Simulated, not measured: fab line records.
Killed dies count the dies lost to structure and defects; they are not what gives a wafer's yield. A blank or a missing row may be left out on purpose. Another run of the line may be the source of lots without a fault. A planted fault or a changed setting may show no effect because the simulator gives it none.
Matching of chambers / flow n5Finfet / N5_BEOL_M7_ETCH_72 on rieDiel-02: 4 sister chambers
The step etches underlayer in N2/H2, target depth 6.5 nm, time 5.2 s. 7 wafers are shown with their chamber, then 7 later ones without.

WAFERS WITH THEIR CHAMBER
wafer=L077.2; chamber=1; showerheadPlenumPTorr (Torr)=2.67; drypumpMotorCurrentA (A)=5.5
wafer=L080.3; chamber=0; showerheadPlenumPTorr (Torr)=2.61; drypumpMotorCurrentA (A)=5.5
wafer=L080.4; chamber=2; showerheadPlenumPTorr (Torr)=2.41; drypumpMotorCurrentA (A)=5.8
wafer=L082.4; chamber=3; showerheadPlenumPTorr (Torr)=2.55; drypumpMotorCurrentA (A)=6.3
wafer=L082.6; chamber=2; showerheadPlenumPTorr (Torr)=2.40; drypumpMotorCurrentA (A)=5.9
wafer=L083.2; chamber=3; showerheadPlenumPTorr (Torr)=2.55; drypumpMotorCurrentA (A)=6.3
wafer=L083.3; chamber=0; showerheadPlenumPTorr (Torr)=2.61; drypumpMotorCurrentA (A)=5.5

WAFERS MISSING THEIR CHAMBER
wafer=L083.4; showerheadPlenumPTorr (Torr)=2.40; drypumpMotorCurrentA (A)=5.9
wafer=L092.2; showerheadPlenumPTorr (Torr)=2.39; drypumpMotorCurrentA (A)=5.9
wafer=L092.3; showerheadPlenumPTorr (Torr)=2.60; drypumpMotorCurrentA (A)=5.5
wafer=L092.6; showerheadPlenumPTorr (Torr)=2.40; drypumpMotorCurrentA (A)=5.9
wafer=L094.1; showerheadPlenumPTorr (Torr)=2.54; drypumpMotorCurrentA (A)=6.3
wafer=L094.3; showerheadPlenumPTorr (Torr)=2.60; drypumpMotorCurrentA (A)=5.5
wafer=L094.4; showerheadPlenumPTorr (Torr)=2.39; drypumpMotorCurrentA (A)=5.9

THE CHAMBER EACH PASSED THROUGH
wafer=L083.4; from the rows above=2; in truth=2
wafer=L092.2; from the rows above=2; in truth=2
wafer=L092.3; from the rows above=0; in truth=0
wafer=L092.6; from the rows above=2; in truth=2
wafer=L094.1; from the rows above=3; in truth=3
wafer=L094.3; from the rows above=0; in truth=0
wafer=L094.4; from the rows above=2; in truth=2
Correct placement for 7 of the 7. Not placeable from these rows: 0. Number placed wrongly: 0.
How it was worked out, from the rows above alone: a wafer's distance from a chamber is the root of the sum, over the readings, of the square of ((its reading less the chamber's mean) divided by the reading's scatter). If the next closest chamber is less than 2 further off than the closest, the wafer can't be placed; otherwise it belongs to the closest. For every chamber, the mean is computed from those of its wafers that are shown. The scatter: the root of (the sum of the squares of (reading less its chamber's mean) over the shown wafers, divided by (wafers less chambers)).
